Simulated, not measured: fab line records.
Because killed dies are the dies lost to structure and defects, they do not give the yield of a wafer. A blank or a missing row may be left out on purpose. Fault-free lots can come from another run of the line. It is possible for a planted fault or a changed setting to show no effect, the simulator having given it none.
A lot that was struck, set against a sound lot ; flow n5_finfet ; 27 steps out of a route of 1938
Sound: the wafers L841.1, L841.5, L841.6. Struck: wafers L842.1, L842.2, L842.6. The cause is given at the end.
Per side, at each step with rows, come the tool, then ch with its chambers, and then its first start. Under that, the readings that differ: sound wafers ; struck wafers ; difference of the means ; sigmas: that difference in standard deviations of wafers without a fault.
alike: words and numbers the same on both sides, and readings whose means are apart by under 2 such deviations; not compared: readings that were withheld, readings missing a value for some wafer, numbers with overlapping values and no deviation given by the record, and bounds like >300 which may hide the same value.
The two part at a step that has a row with sigmas, a row that says differs or no value, or rows on one side only. When numbers do not overlap yet have no deviation, they are printed without sigmas and do not part them. A reading missing from all wafers of one side parts the sides only when that side holds two or more wafers.

N5_WELL_APT_DESCUM_30: chemistry O2, time 7.9 s.
  sound on rie_diel-03 ch 0,1,2, day 3 03:25; struck on rie_diel-04 ch 0,2,3, day 3 08:51
  alike: drypump_motor_current_A, oes_product_au, rf_fwd_power_W, rf_vpp_V, showerhead_plenum_p_Torr, throttle_valve_pct
  not compared: rf_hours_counter_h
then, 3 steps without rows for these wafers: N5_WELL_APT_IMPLANT_31; N5_WELL_APT_IMPLANT_32; N5_WELL_APT_STRIP_33 (strips in SPM, time 900 s).
N5_WELL_APT_RTA_34: time 10 s.
  sound on rtp_anneal-01 ch 0, day 3 05:03; struck on rtp_anneal-01 ch 0, day 3 09:47
  alike: lamp_power_pct, wafer_temp_C_max
then, 4 steps without rows for these wafers: N5_WELL_APT_OXIDE_STRIP_42 (strips SiO2 in dHF, time 45 s, target depth 12 nm); N5_WELL_APT_PRECLEAN_36 (cleans in O3/DIW, time 45 s); N5_WELL_APT_PRECLEAN_39 (cleans in dHF, time 60 s); N5_WELL_APT_SRD_37 (time 30 s).
N5_WELL_APT_EPI_41: deposits Si from SiH4/H2, target thk 50 nm, time 297.7 s.
  sound on epi_rpcvd-04 ch 0, day 3 05:17; struck on epi_rpcvd-04 ch 0, day 3 10:02
  alike: throttle_valve_pct
N5_WELL_APT_INSPECT_38: inspects for defects (darkfield).
  sound on defect_inspect-01 at day 3 05:55; struck on defect_inspect-01 at day 3 10:52
  alike: raw_defect_count
N5_PMOS_HMC_CHANNEL_EPI_HM_DEP_34: deposits SiO2 from TEOS/O2, target thk 36 nm, time 6.9 s.
  sound on pecvd-03 ch 0,2, day 3 05:58; struck on pecvd-03 ch 1,2, day 3 10:54
  alike: heater_power_w, rf_fwd_power_W, showerhead_plenum_p_Torr, throttle_valve_pct
N5_PMOS_HMC_CHANNEL_EPI_COAT_31: time 60 s, resist thk 66 nm.
  sound on litho_track-03 ch 0, day 3 06:01; struck on litho_track-01 ch 0, day 3 10:58
reading;sound;struck;difference;sigmas
dispense_pressure_kPa (kPa);53 53 53;40 40 40;-13;-2
spin_speed_rpm (rpm);1500.0 1500.3 1499.4;1596.5 1596.0 1597.3;+96.7;+99 or more
model.BARC_of_PMOS_HMC_CHANNEL_EPI_COAT_31.thk_nm (nm);66.04 65.92 65.84;64.3 64.33 64.33;-1.6;
then, 6 steps without rows for these wafers: N5_PMOS_HMC_CHANNEL_EPI_COAT_03 (resist thk 205 nm); N5_PMOS_HMC_CHANNEL_EPI_EBR_05; N5_PMOS_HMC_CHANNEL_EPI_SOFTBAKE_04 (time 60 s); N5_PMOS_HMC_CHANNEL_EPI_EXPOSE_06 (exposes mask PMOS HMC BLK, target cd 240 nm); N5_PMOS_HMC_CHANNEL_EPI_PEB_07 (peb time 60 s); N5_PMOS_HMC_CHANNEL_EPI_DEVELOP_08 (develop time 30 s).
N5_PMOS_HMC_CHANNEL_EPI_CD_MEAS_09: the cd target is 237.4 nm.
  sound on cd_sem-03 ch 0, day 3 06:22; struck on cd_sem-02 ch 0, day 3 11:18
  alike: cd_nm
N5_PMOS_HMC_CHANNEL_EPI_OVL_MEAS_10:
  sound on overlay-02 ch 0, day 3 06:23; struck on overlay-02 ch 0, day 3 11:20
reading;sound;struck;difference;sigmas
PMOS_HMC_BLK_OVL (nm);-0.3 -0.9 -0.6;1.4 1.5 2.2;+2.3;+3
N5_PMOS_HMC_CHANNEL_EPI_INSPECT_11: inspects for defects (macro).
  sound on defect_inspect-02 at day 3 06:25; struck on defect_inspect-02 at day 3 11:22
  alike: raw_defect_count
then, 1 step without rows for these wafers: N5_PMOS_HMC_CHANNEL_EPI_DESCUM_14 (chemistry O2, time 7.9 s).
N5_PMOS_HMC_CHANNEL_EPI_ETCH_32: etches BARC in N2/H2, stops on SiO2, target depth 85.8 nm, time 50.3 s.
  sound on rie_diel-01 ch 1,2, day 3 06:34; struck on rie_diel-02 ch 0,1, day 3 11:28
reading;sound;struck;difference;sigmas
model.etch.depth_nm (nm);66.04 65.92 65.84;64.3 64.33 64.33;-1.6;
  alike: drypump_motor_current_A, oes_product_au, rf_fwd_power_W, rf_vpp_V, showerhead_plenum_p_Torr, throttle_valve_pct
  not compared: rf_hours_counter_h
N5_PMOS_HMC_CHANNEL_EPI_HM_OPEN_15: chemistry CHF3/O2, target SiO2, target depth 40.6 nm, time 20.3 s.
  sound on rie_diel-01 ch 1,2, day 3 06:37; struck on rie_diel-02 ch 0,1, day 3 11:30
  alike: drypump_motor_current_A, mfc_ar_sccm, oes_product_au, rf_fwd_power_W, rf_vpp_V, showerhead_plenum_p_Torr, throttle_valve_pct
  not compared: rf_hours_counter_h
-- the record jumps here: 7 days lie between the struck wafers' starts before and after (it left off in module PMOS_HMC_CHANNEL_EPI and takes up again in module BEOL_M4, whose first step shown is number 1111 of the route) --
N5_BEOL_M4_RC_MEAS_101:
  sound on prober-02 ch 0, day 10 15:51; struck on prober-01 ch 0, day 10 06:28
reading;sound;struck;difference;sigmas
DIBL_N (mV/V);37.9 37.0 37.1;35.1 34.1 32.3;-3.5;-2
DIBL_P (mV/V);39.4 38.4 38.6;34.5 32.9 31.5;-5.8;-3
IOFF_N (nA/um);0.212 0.186 0.184;0.142 0.127 0.108;-0.068;-3
IOFF_P (nA/um);0.32 0.29 0.29;0.20 0.17 0.16;-0.12;-4
ION_P (uA/um);490 479 472;468 463 460;-17;-2
SS_N (mV/dec);72.3 72.3 72.3;71.4 71.1 70.6;-1.3;-2
SS_P (mV/dec);74.0 73.7 74.4;72.4 72.5 72.2;-1.7;-2
VT_P (mV);-241 -243 -243;-250 -248 -251;-7;-2
  alike: ION_N, VT_N
N5_PASSIVATION_PROBE_49:
  sound wafers here have rows in the record (prober-02, day 15 07:30); struck ones have none

== WHERE THEY PART ==
Last at N5_PASSIVATION_PROBE_49 as far as this record goes, first at N5_PMOS_HMC_CHANNEL_EPI_COAT_31.

WHY: whatever the simulator had introduced
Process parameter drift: litho_track-01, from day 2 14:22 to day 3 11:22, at N5_PMOS_HMC_CHANNEL_EPI_COAT_31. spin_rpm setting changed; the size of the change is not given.
